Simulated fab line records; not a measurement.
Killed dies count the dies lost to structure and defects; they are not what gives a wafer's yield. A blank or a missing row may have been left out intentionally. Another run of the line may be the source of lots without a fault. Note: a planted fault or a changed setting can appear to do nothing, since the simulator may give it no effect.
fab line records -- flow n5Finfet
[record] lots = 7, wafers = 21, lastDay = 18
route steps=1938 shown HKMG_FIN@462 GATE_CUT@465 PASSIVATION@1936
lots with no fault: from the same line, run without faults
startH: start of the lot's first displayed wafer, in hours after the record's first day -- waitH: hours from the lot's prior step to this one -- " same as the row above -- L1.1+2: one row covering several wafers at once -- - either no value or no given start -- * or withheld: withheld -- < > ~ a bound
route shown NAME@n: a module of which the file shows steps, and the number in the route of the first -- usual: mean/standard deviation taken from wafers without a fault -- same: alike in all rows -- chamber/n: place in a boat -- sites: each site's reading -- _std_site: standard deviation across them -- _edge_site: outer sites' mean less inner sites' -- radiusMm: how far each site lies from the wafer's centre -- mask NAME#n: copy n -- behind: the tool/chamber that last shaped the wafer -- hold: cause of the lot's hold/its duration in hours/its outcome -- device: the n, p or np transistor that did not switch -- end of line: the route-end tests of the same wafers -- for a step that has no rows: nothing shown but its recipe -- killed: the dies lost at the first sort to structure and to defects; this is not the yield of the wafer -- map: a wafer's dies, x killed, . not, _ none there
set.NAME: the setting that was run; set.NAME@STEP: the one run at that earlier step -- model.NAME: the simulator's own value behind a step, which no gauge read
certain route steps with their lots: each step a table, each wafer a row
services: from which hour (startH, from the record's first day; less than 0 if before it) a tool's chamber was out of use, for how many hours, and why
[[steps]]
[step N5_HKMG_FIN_CMP_94]
[recipe] stopOn = SiNx, postCmpClean = wDiluteNh4oh, tOverpolishS = 4.7, downForcePsi = 4, platenRpm = 50.289, padVelocityMS = 1.0006, targetThkNm = 43.299
[usual] motorCurrentA = 11.6/1.3, slurryFlowMlMin = 150.0/0.42
lot.wafer,tool,chamber,startH,waitH,motorCurrentA,slurryFlowMlMin
L777.1,cmp-03,2,79.09,0.4,12.3,149.9
L777.3,cmp-03,0,79.09,0.4,12.1,149.2
L777.2,cmp-03,1,79.09,0.4,12.0,150.2
L784.4,cmp-03,2,121.58,0.4,12.2,149.6
L784.2,cmp-03,3,121.58,0.4,11.8,150.3
L784.6,cmp-03,3,121.58,0.4,12.1,150.1
L787.4,cmp-01,1,138.32,0.4,10.7,150.1
L787.2,cmp-01,0,138.32,0.4,10.3,149.5
L787.5,cmp-01,2,138.32,0.4,12.2,150.9
L789.3,cmp-04,1,150.74,0.4,10.6,149.8
L789.2,cmp-04,3,150.74,0.4,12.8,150.1
L789.6,cmp-04,1,150.74,0.4,11.1,149.3
L790.3,cmp-03,1,159.86,0.4,12.1,150.2
L790.4,cmp-03,3,159.86,0.4,12.0,149.9
L790.1,cmp-03,0,159.86,0.4,12.0,150.2
L793.1,cmp-03,1,178.46,0.4,12.6,150.2
L793.3,cmp-03,2,178.46,0.4,11.8,150.5
L793.5,cmp-03,1,178.46,0.4,11.8,150.3
L798.4,cmp-03,0,208.11,0.3,11.8,150.0
L798.2,cmp-03,2,208.11,0.3,11.4,150.3
L798.6,cmp-03,0,208.11,0.3,11.6,149.7
[step N5_HKMG_FIN_INSPECT_28]
[recipe] inspectInstrument = darkfield, mode = postCmp
[usual] rawDefectCount = 43/18
lot.wafer,tool,chamber,startH,waitH,rawDefectCount
L777.1,defectInspect-02,-,79.32,0.0,38
L777.2,defectInspect-02,-,79.32,0.0,46
L777.3,defectInspect-02,-,79.32,0.0,26
L784.2,defectInspect-01,-,121.81,0.0,48
L784.4,defectInspect-01,-,121.81,0.0,34
L784.6,defectInspect-01,-,121.81,0.0,45
L787.2,defectInspect-01,-,138.55,0.0,64
L787.4,defectInspect-01,-,138.55,0.0,41
L787.5,defectInspect-01,-,138.55,0.0,34
L789.2,defectInspect-01,-,150.97,0.0,41
L789.3,defectInspect-01,-,150.97,0.0,49
L789.6,defectInspect-01,-,150.97,0.0,39
L790.1,defectInspect-02,-,160.09,0.0,59
L790.3,defectInspect-02,-,160.09,0.0,50
L790.4,defectInspect-02,-,160.09,0.0,44
L793.1,defectInspect-02,-,178.69,0.0,24
L793.3,defectInspect-02,-,178.69,0.0,49
L793.5,defectInspect-02,-,178.69,0.0,39
L798.2,defectInspect-02,-,208.31,0.0,31
L798.4,defectInspect-02,-,208.31,0.0,29
L798.6,defectInspect-02,-,208.31,0.0,31
[step N5_GATE_CUT_ETCHBACK_00]
[recipe] chemistry = SF6/Cl2, target = W, pressureMtorr = 8, icpW = 900, biasW = 80, SF6_flow_sccm = 40, Cl2_flow_sccm = 60
[usual] drypumpMotorCurrentA = 5.5/0.39, heBacksideLeakSccm = 3.31/0.16, oesProductAu = 0.76/0.13, throttleValvePct = 27.6/0.45
lot.wafer,tool,chamber,startH,waitH,drypumpMotorCurrentA,heBacksideLeakSccm,oesProductAu,rfHoursCounterH,throttleValvePct
L777.1,rieMetal-03,1,79.35,0.0,5.3,3.22,0.78,35,27.8
L777.2,rieMetal-03,1,79.35,0.0,5.3,3.37,0.79,-,27.8
L777.3,rieMetal-03,1,79.35,0.0,5.3,3.16,0.79,-,27.8
L784.2,rieMetal-02,1,121.89,0.1,6.1,3.75,0.61,-,27.9
L784.4,rieMetal-02,1,121.89,0.1,6.1,3.59,0.60,-,27.9
L784.6,rieMetal-02,1,121.89,0.1,6.1,3.54,0.60,-,27.9
L787.2,rieMetal-03,1,138.59,0.0,5.3,3.21,0.77,42,27.8
L787.4,rieMetal-03,1,138.59,0.0,5.3,3.30,0.77,-,27.8
L787.5,rieMetal-03,0,138.59,0.0,5.5,3.14,0.93,-,28.0
L789.2,rieMetal-02,0,151.01,0.0,6.0,3.31,0.96,1,27.1
L789.3,rieMetal-02,1,151.01,0.0,6.1,3.57,0.60,-,27.9
L789.6,rieMetal-02,0,151.01,0.0,6.0,3.28,0.97,-,27.1
L790.1,rieMetal-01,1,160.12,0.0,5.1,3.40,0.60,129,28.1
L790.3,rieMetal-01,0,160.12,0.0,5.1,3.39,0.76,-,26.9
L790.4,rieMetal-01,1,160.12,0.0,5.1,3.48,0.61,-,28.1
L793.1,rieMetal-03,1,178.72,0.0,5.3,3.15,0.77,45,27.8
L793.3,rieMetal-03,0,178.72,0.0,5.6,3.30,0.90,-,28.0
L793.5,rieMetal-03,1,178.72,0.0,5.3,3.21,0.76,-,27.8
L798.2,rieMetal-02,0,208.35,0.0,6.0,3.32,0.92,6,27.0
L798.4,rieMetal-02,0,208.35,0.0,6.0,3.36,0.92,-,27.1
L798.6,rieMetal-02,0,208.35,0.0,6.0,3.36,0.91,-,27.1
[step N5_GATE_CUT_ETCH_56]
[recipe] chemistry = Cl2/Ar, target = TiN, targetDepthA = 216, pressureMtorr = 10, icpW = 600, biasW = 60, Cl2_flow_sccm = 40, Ar_flow_sccm = 60
[step N5_GATE_CUT_ETCHBACK_30]
[recipe] chemistry = Cl2/Ar, target = TiN, targetDepthA = 30, mode = isotropic, pressureMtorr = 10, icpW = 600, biasW = 60, Cl2_flow_sccm = 40, Ar_flow_sccm = 60
[step N5_GATE_CUT_VAPOR_ETCH_60]
[recipe] chemistry = BCl3/Cl2, target = HfO2, mode = isotropic
[step N5_GATE_CUT_ETCH_58]
[recipe] chemistry = CH3F/O2, target = SiNx, targetDepthA = 170, timeS = 128.6, ionEnergyEv = 50, pressureMtorr = 30, sourceW = 415, biasW = 21, Ar_flow_sccm = 150, CH3F_flow_sccm = 30, O2_flow_sccm = 20
[usual] drypumpMotorCurrentA = 5.8/0.41, oesProductAu = 0.77/0.081, rfVppV = 99.2/0.94, showerheadPlenumPTorr = 2.00/0.059, throttleValvePct = 16.32/0.25
lot.wafer,tool,chamber,startH,waitH,drypumpMotorCurrentA,oesProductAu,rfHoursCounterH,rfVppV,showerheadPlenumPTorr,throttleValvePct
L777.1,rieDiel-01,2,79.91,0.1,5.6,0.75,155,99.8,2.00,16.09
L777.2,rieDiel-01,0,79.91,0.1,5.4,0.84,57,99.1,2.03,16.50
L777.3,rieDiel-01,1,79.91,0.1,6.5,0.95,7,99.6,1.98,16.12
L784.2,rieDiel-01,1,122.41,0.1,6.5,0.92,19,100.0,1.97,16.12
L784.4,rieDiel-01,0,122.41,0.1,5.4,0.82,69,99.9,2.03,16.52
L784.6,rieDiel-01,2,122.41,0.1,5.6,0.74,-,99.2,2.00,16.11
L787.2,rieDiel-02,1,138.88,0.0,5.2,0.77,147,99.7,1.92,16.02
L787.4,rieDiel-02,2,138.88,0.0,5.8,0.73,178,100.8,2.06,16.35
L787.5,rieDiel-02,1,138.88,0.0,5.2,0.77,-,99.6,1.92,16.03
L789.2,rieDiel-02,2,151.61,0.4,5.8,0.72,181,99.7,2.06,16.34
L789.3,rieDiel-02,1,151.61,0.4,5.1,0.76,151,99.2,1.92,16.03
L789.6,rieDiel-02,0,151.61,0.4,5.9,0.69,-,97.9,1.91,16.90
L790.1,rieDiel-01,1,160.41,0.0,6.5,0.90,30,101.1,1.97,16.13
L790.3,rieDiel-01,3,160.41,0.0,5.9,0.82,99,100.6,2.10,16.19
L790.4,rieDiel-01,2,160.41,0.0,5.6,0.73,178,99.8,2.00,16.13
L793.1,rieDiel-06,2,179.04,0.1,5.2,0.72,189,100.8,2.08,16.61
L793.3,rieDiel-06,3,179.04,0.1,5.5,0.90,34,100.0,2.04,16.06
L793.5,rieDiel-06,2,179.04,0.1,5.2,0.71,-,100.2,2.08,16.63
L798.2,rieDiel-01,0,208.68,0.0,5.4,0.79,91,98.5,2.02,16.59
L798.4,rieDiel-01,2,208.68,0.0,5.6,0.72,190,98.6,1.99,16.16
L798.6,rieDiel-01,2,208.68,0.0,5.6,0.72,-,98.9,1.99,16.14
[step N5_GATE_CUT_STRIP_59]
[recipe] chemistry = N2/H2, timeS = 20, powerW = 100, tempC = 40, pressureMtorr = 100, rfFrequencyHz = 6e+07, biasPowerW = 3, n2FlowSccm = 300, h2FlowSccm = 300
[usual] drypumpMotorCurrentA = 5.8/0.41, h2FlowSccm = 300.1/1.1, oesProductAu = 0.77/0.08, rfVppV = 45.2/0.82, showerheadPlenumPTorr = 3.37/0.099, throttleValvePct = 12.21/0.25
lot.wafer,tool,chamber,startH,waitH,drypumpMotorCurrentA,h2FlowSccm,oesProductAu,rfHoursCounterH,rfVppV,showerheadPlenumPTorr,throttleValvePct
L777.1,rieDiel-01,2,80.02,0.1,5.6,300.3,0.74,155,44.6,3.39,12.17
L777.2,rieDiel-01,0,80.02,0.1,5.4,300.5,0.84,57,44.0,3.40,12.18
L777.3,rieDiel-01,1,80.02,0.1,6.5,299.6,0.95,7,45.6,3.31,11.82
L784.2,rieDiel-01,1,122.51,0.1,6.5,301.1,0.91,19,45.2,3.31,11.85
L784.4,rieDiel-01,0,122.51,0.1,5.4,299.4,0.82,69,44.8,3.40,12.24
L784.6,rieDiel-01,2,122.51,0.1,5.6,300.5,0.74,-,45.6,3.38,12.23
L787.2,rieDiel-02,1,138.98,0.1,5.2,297.5,0.78,147,44.2,3.26,12.02
L787.4,rieDiel-02,2,138.98,0.1,5.8,300.1,0.73,178,45.2,3.51,12.41
L787.5,rieDiel-02,1,138.98,0.1,5.2,298.4,0.78,-,45.6,3.26,12.01
L789.2,rieDiel-02,2,151.71,0.1,5.8,300.8,0.73,181,45.0,3.51,12.43
L789.3,rieDiel-02,1,151.71,0.1,5.2,299.6,0.77,151,43.4,3.26,12.04
L789.6,rieDiel-02,0,151.71,0.1,5.9,301.4,0.69,-,44.6,3.19,12.69
L790.1,rieDiel-01,1,160.52,0.1,6.5,300.4,0.89,30,44.1,3.30,11.87
L790.3,rieDiel-01,3,160.52,0.1,5.9,299.5,0.83,99,45.8,3.51,12.00
L790.4,rieDiel-01,2,160.52,0.1,5.6,301.6,0.73,178,45.2,3.38,12.23
L793.1,rieDiel-06,2,179.15,0.1,5.2,301.1,0.72,189,46.2,3.51,12.50
L793.3,rieDiel-06,3,179.15,0.1,5.5,299.2,0.90,34,45.3,3.41,11.85
L793.5,rieDiel-06,2,179.15,0.1,5.2,301.1,0.73,-,46.6,3.51,12.49
L798.2,rieDiel-01,0,208.78,0.1,5.4,301.9,0.79,91,45.4,3.38,12.27
L798.4,rieDiel-01,2,208.78,0.1,5.6,299.9,0.72,190,46.1,3.37,12.27
L798.6,rieDiel-01,2,208.78,0.1,5.6,299.1,0.72,-,43.8,3.37,12.29
[step N5_GATE_CUT_PRECLEAN_31]
[recipe] tempC = 23, chemistry = DIW, timeS = 300
[step N5_GATE_CUT_SRD_32]
[recipe] timeS = 30, tempC = 23, rinseLiquid = diw, dry = ipaMarangoni
[step N5_GATE_CUT_SAC_CAP_01]
[recipe] material = SiNx, targetThkA = 240, tempC = 400, aldPrecursorFamily = SiH2I2, aldCoReactant = N2/H2-plasma, pulseTimeS = 1, aldCycles = 480, purgeTimeS = 2, coReactantPurgeTimeS = 2, pressureTorr = 2
[usual] heaterPowerW = 880/96, precursorPulseHeightRel = 1.003/0.021
[same] purgeTimeS = 2
lot.wafer,tool,chamber,startH,waitH,heaterPowerW,precursorPulseHeightRel
L777.1,aldSin-02,2,80.23,0.0,816,1.012
L777.2,aldSin-02,1,80.23,0.0,713,0.990
L777.3,aldSin-02,0,80.23,0.0,864,1.025
L784.2,aldSin-01,0,123.63,0.9,924,0.997
L784.4,aldSin-01,1,123.63,0.9,803,0.977
L784.6,aldSin-01,3,124.71,2.0,828,0.982
L787.2,aldSin-01,2,139.41,0.2,1012,1.010
L787.4,aldSin-01,0,139.41,0.2,902,1.037
L787.5,aldSin-01,2,140.49,1.3,992,0.992
L789.2,aldSin-01,2,151.92,0.0,991,1.025
L789.3,aldSin-01,3,151.92,0.0,826,1.009
L789.6,aldSin-01,1,153.01,1.1,783,0.966
L790.1,aldSin-01,1,160.73,0.0,775,0.999
L790.3,aldSin-01,2,160.73,0.0,991,1.021
L790.4,aldSin-01,0,160.73,0.0,921,0.984
L793.1,aldSin-02,1,179.36,0.0,748,0.991
L793.3,aldSin-02,3,179.36,0.0,943,1.007
L793.5,aldSin-02,3,180.45,1.1,957,1.025
L798.2,aldSin-01,2,209.00,0.0,977,0.981
L798.4,aldSin-01,0,209.00,0.0,910,1.032
L798.6,aldSin-01,0,210.09,1.1,902,0.995
[step N5_GATE_CUT_PECVD_57]
[recipe] material = SiNx, targetThkA = 210, tempC = 400, precursor = SiH4/NH3/N2, pressureTorr = 1.5, rfW = 300
[usual] heaterPowerW = 742/78, showerheadPlenumPTorr = 5.17/0.052, throttleValvePct = 39.9/2
lot.wafer,tool,chamber,startH,waitH,heaterPowerW,showerheadPlenumPTorr,throttleValvePct,model.SiNx_of_GATE_CUT_PECVD_57.thkNm
L777.1,pecvd-04,1,82.43,1.1,742,5.19,40.1,21.4
L777.2,pecvd-04,2,82.43,1.1,661,5.09,42.2,21.2
L777.3,pecvd-04,0,82.43,1.1,698,5.24,40.7,21.2
L784.2,pecvd-01,0,125.82,1.1,729,5.20,36.3,21.2
L784.4,pecvd-01,1,125.82,1.1,723,5.19,39.8,21.4
L784.6,pecvd-01,2,125.82,1.1,937,5.18,39.1,21.6
L787.2,pecvd-01,0,141.60,1.1,676,5.22,36.6,38.6
L787.4,pecvd-01,1,141.60,1.1,735,5.19,40.0,21.2
L787.5,pecvd-01,0,141.60,1.1,681,5.21,36.5,39.2
L789.2,pecvd-01,1,154.12,1.1,630,5.20,40.2,20.6
L789.3,pecvd-01,0,154.12,1.1,799,5.20,36.4,38.6
L789.6,pecvd-01,2,154.12,1.1,775,5.17,39.0,21.4
L790.1,pecvd-01,0,162.92,1.1,795,5.21,36.4,38.8
L790.3,pecvd-01,2,162.92,1.1,829,5.17,39.1,21.2
L790.4,pecvd-01,0,162.92,1.1,809,5.20,36.4,39
L793.1,pecvd-04,1,181.55,1.1,651,5.18,40.2,20.8
L793.3,pecvd-04,0,181.55,1.1,690,5.26,41.0,20.8
L793.5,pecvd-04,1,181.55,1.1,647,5.18,40.1,21.2
L798.2,pecvd-03,2,211.19,1.1,696,5.14,37.2,20.6
L798.4,pecvd-03,1,211.19,1.1,662,5.07,42.7,21.2
L798.6,pecvd-03,0,211.19,1.1,681,5.18,42.0,21.2
[step N5_GATE_CUT_CMP_02]
[recipe] stopOn = SiO2, tOverpolishS = 12.7, postCmpClean = alkalineBrush, downForcePsi = 2.5, platenRpm = 51.8, padVelocityMS = 1.0307, targetThkNm = 0
[usual] motorCurrentA = 8.9/0.77, slurryFlowMlMin = 150.0/0.49, timeToEndpointS = 24.9/2.6
lot.wafer,tool,chamber,startH,waitH,motorCurrentA,slurryFlowMlMin,timeToEndpointS
L777.2,cmp-01,3,82.50,0.1,10.3,151.2,24.3
L777.1,cmp-01,0,82.50,0.1,7.9,150.1,20.8
L777.3,cmp-01,2,82.50,0.1,9.1,150.4,23.4
L784.4,cmp-01,2,125.90,0.0,9.1,149.9,26.1
L784.2,cmp-01,1,125.90,0.0,8.3,150.1,25.5
L784.6,cmp-01,3,125.90,0.0,10.1,150.5,26.2
L787.2,cmp-03,2,141.71,0.1,9.2,149.7,44.9
L787.4,cmp-03,3,141.71,0.1,8.9,150.0,26.1
L787.5,cmp-03,1,141.71,0.1,9.4,149.9,47.6
L789.3,cmp-01,3,154.19,0.1,10.6,150.2,45.7
L789.2,cmp-01,1,154.19,0.1,7.7,149.6,22.5
L789.6,cmp-01,0,154.19,0.1,7.5,150.2,21.6
L790.4,cmp-01,2,163.02,0.1,9.0,150.4,43.0
L790.3,cmp-01,3,163.02,0.1,10.1,150.3,22.1
L790.1,cmp-01,1,163.02,0.1,7.7,150.4,41.4
L793.1,cmp-03,1,181.67,0.1,9.6,149.9,20.5
L793.3,cmp-03,2,181.67,0.1,9.6,149.6,19.8
L793.5,cmp-03,1,181.67,0.1,9.2,149.5,23.6
L798.4,cmp-02,3,211.27,0.0,8.6,149.3,22.9
L798.2,cmp-02,1,211.27,0.0,9.0,149.7,25.0
L798.6,cmp-02,3,211.27,0.0,8.7,150.1,23.4
[step N5_PASSIVATION_PROBE_49]
[usual] defectLimitedYield = 91.4/1.5, killed_at_M0_to_M3 = 35/11, killed_at_M4_up = 16/7, killedAtContacts = 11/5.3, killedAtFrontEnd = 37/11, killedAtOther = 3.1/2.8, killedDies = 102/18, killedOpen = 69/15, killedShort = 31/7.8, sort_bin_5_function = 5.1/1.1, sort_bin_6_memory = 3.2/0.69, sort_bin_8_speed = 0.00/0.016, sortNPass = 1078/18, sortYieldPct = 91.4/1.5
[same] grossDies = 1180, killedAtBackSide = 0, sort_bin_4_leakage[%] = 0
lot.wafer,tool,chamber,startH,waitH,defectLimitedYield[%],killed_at_M0_to_M3,killed_at_M4_up,killedAtContacts,killedAtFrontEnd,killedAtOther,killedDies,killedOpen,killedShort,sort_bin_5_function[%],sort_bin_6_memory[%],sort_bin_8_speed[%],sortNPass,sortYieldPct[%]
L784.2,prober-01,-,313.48,0.1,91.4,39,14,13,31,5,102,57,41,4.4,3.6,0,1078,91.4
L784.4,prober-01,-,313.58,0.2,90.1,55,13,2,40,7,117,66,49,6.3,3.2,0,1063,90.1
L784.6,prober-01,-,313.68,0.3,89.2,51,25,13,32,6,127,76,49,6.1,3.9,0,1053,89.2
L787.2,prober-01,-,337.55,0.1,92.3,20,22,7,41,1,91,61,30,4.5,2.7,0,1089,92.3
L790.1,prober-02,-,350.79,0.0,90.0,55,24,5,31,3,118,90,28,5.9,3.7,0,1062,90.0
L790.3,prober-02,-,350.89,0.1,90.3,45,22,14,30,3,114,82,30,5.6,3.9,0,1066,90.3
L789.2,prober-02,-,352.69,0.1,91.0,42,11,13,37,3,106,84,22,5.5,3.4,0.17,1072,90.8
L789.6,prober-02,-,352.89,0.3,89.8,45,17,9,47,2,120,79,34,6.4,3.5,0,1060,89.8
L793.1,prober-02,-,380.65,0.0,92.4,34,17,1,31,7,90,62,25,4.7,2.5,0,1090,92.4
L793.3,prober-02,-,380.75,0.1,90.3,41,13,4,44,12,114,75,38,5.7,3.5,0,1066,90.3
L793.5,prober-02,-,380.85,0.2,93.4,36,12,6,19,5,78,50,28,4.2,2.2,0,1102,93.4
// killed by level:class
L784.2 MOL_CONTACT_COAG:geometricParticle:open=11 FIN_SAQP:geometricParticle:short=10 BEOL_M0_SAQP:geometricParticle:open=10 BEOL_M0_SAQP:geometricParticle:short=9 BEOL_M1:geometricParticle:open=7 FIN_SAQP:geometricParticle:open=5 DUMMY_GATE:geometricParticle:open=4 BEOL_M0:geometricParticle:short=4
L784.4 BEOL_M0_SAQP:geometricParticle:short=17 BEOL_M0_SAQP:geometricParticle:open=16 FIN_SAQP:geometricParticle:short=9 STI_FIN_REVEAL:geometricParticle:open=9 BEOL_M1:geometricParticle:open=7 FIN_SAQP:geometricParticle:open=5 BEOL_M0:geometricParticle:open=4 BEOL_M1:geometricParticle:short=4
L784.6 BEOL_M0_SAQP:geometricParticle:open=23 BEOL_M0_SAQP:geometricParticle:short=17 BEOL_M4:geometricParticle:open=10 FIN_SAQP:geometricParticle:short=9 MOL_CONTACT_COAG:geometricParticle:open=9 FIN_SAQP:geometricParticle:open=5 GATE_CUT:geometricParticle:short=5 BEOL_M4:geometricParticle:short=5
L787.2 FIN_SAQP:geometricParticle:open=12 BEOL_M4:geometricParticle:open=10 FIN_SAQP:geometricParticle:short=7 BEOL_M2:geometricParticle:open=7 MOL_CONTACT_COAG:geometricParticle:open=4 DUMMY_GATE:geometricParticle:open=3 SPACER0:geometricParticle:short=3 MOL_CONTACT_COAG:geometricParticle:short=3
L790.1 BEOL_M1:geometricParticle:open=21 BEOL_M4:geometricParticle:open=16 BEOL_M3:geometricParticle:open=14 STI_FIN_REVEAL:geometricParticle:open=8 BEOL_M0_SAQP:geometricParticle:short=6 FIN_SAQP:geometricParticle:short=5 BEOL_M0_SAQP:geometricParticle:open=5 DUMMY_GATE:geometricParticle:open=4
L790.3 BEOL_M4:geometricParticle:open=13 BEOL_M2:geometricParticle:open=11 MOL_CONTACT_COAG:geometricParticle:open=10 FIN_SAQP:geometricParticle:open=9 BEOL_M0_SAQP:geometricParticle:short=8 BEOL_M1:geometricParticle:open=8 BEOL_M3:geometricParticle:open=7 BEOL_M0_SAQP:geometricParticle:open=5
L789.2 MOL_CONTACT_COAG:geometricParticle:open=13 BEOL_M2:geometricParticle:open=12 STI_FIN_REVEAL:geometricParticle:open=11 BEOL_M1:geometricParticle:open=10 BEOL_M3:geometricParticle:open=6 FIN_SAQP:geometricParticle:short=5 BEOL_M0_SAQP:geometricParticle:open=5 FIN_SAQP:geometricParticle:open=4
L789.6 STI_FIN_REVEAL:geometricParticle:open=17 BEOL_M3:geometricParticle:open=13 BEOL_M2:geometricParticle:open=11 MOL_CONTACT_COAG:geometricParticle:open=7 BEOL_M0_SAQP:geometricParticle:short=7 BEOL_M4:geometricParticle:open=6 STI_FIN_REVEAL:geometricParticle:short=5 ILD0:geometricParticle:open=5
L793.1 STI_FIN_REVEAL:geometricParticle:open=11 BEOL_M4:geometricParticle:open=8 BEOL_M0:geometricParticle:open=7 BEOL_M0_SAQP:geometricParticle:open=6 BEOL_M3:geometricParticle:open=6 BEOL_M2:geometricParticle:open=5 FIN_SAQP:geometricParticle:open=4 BEOL_M0_SAQP:geometricParticle:short=4
L793.3 FIN_SAQP:geometricParticle:short=14 BEOL_M3:geometricParticle:open=14 BEOL_M2:geometricParticle:open=11 FIN_SAQP:geometricParticle:open=10 STI_FIN_REVEAL:geometricParticle:open=6 MIM_TOP:geometricParticle:short=5 BEOL_M4:geometricParticle:open=5 MOL_CONTACT_COAG:geometricParticle:open=4
L793.5 BEOL_M2:geometricParticle:open=12 BEOL_M2:geometricParticle:short=10 BEOL_M3:geometricParticle:open=8 BEOL_M4:geometricParticle:open=8 FIN_SAQP:geometricParticle:short=4 MOL_CONTACT_COAG:geometricParticle:open=4 STARTING-WAFER:geometricParticle:short=4 FIN_SAQP:geometricParticle:open=3
[[services]]
tool,chamber,startH,hours,kind
cmp-03,-,57.63,10.1,pm
cmp-03,-,68.93,4.3,pm
cmp-04,-,71.18,1.7,repair
cmp-04,-,75.23,0.3,repair
pecvd-03,-,77.70,2.5,repair
aldSin-02,-,87.15,14.0,pm
cmp-01,-,94.41,1.3,repair
cmp-01,-,97.39,0.5,repair
aldSin-02,-,101.15,6.1,pm
rieDiel-01,1,107.72,3.6,repair
cmp-01,-,109.59,15.8,repair
cmp-03,-,111.33,0.9,repair
cmp-04,-,118.06,4.0,pm
pecvd-04,2,131.19,15.6,repair
aldSin-01,0,144.35,15.5,repair
pecvd-04,2,154.24,4.7,repair
aldSin-02,3,158.10,10.5,repair
pecvd-01,1,160.64,3.2,repair
rieDiel-06,2,162.47,4.1,repair
rieDiel-01,-,165.45,15.6,pm
pecvd-01,2,166.23,2.9,repair
aldSin-02,2,171.21,14.8,repair
cmp-03,-,181.91,3.1,repair
pecvd-04,0,208.94,1.9,repair
[[key]]
[firstSign] step = N5_GATE_CUT_CMP_02, reading = timeToEndpointS, direction = up, sigmas = 7.5, usual = *, struck = *
effect none on later readings
[modelEffect] step = N5_GATE_CUT_PECVD_57, value = SiNx_of_GATE_CUT_PECVD_57.thkNm, without = 21, struck = 38.84
metAt N5_GATE_CUT_PECVD_57
struckWafers L787.2,L787.5,L789.3,L790.1,L790.4
rowsEnd L789.3,L790.4
onsetBetween 125.82 141.60
[fault] kind = processParameterDrift, tool = pecvd-01, chamber = 0, onsetH = 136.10, steps = N5_GATE_CUT_PECVD_57, channel = targetThkA, offset = *, shape = step, actsIn = *, stated = *
// rowsEnd: these wafers met a further fault down the route, and their rows from its step on are left out
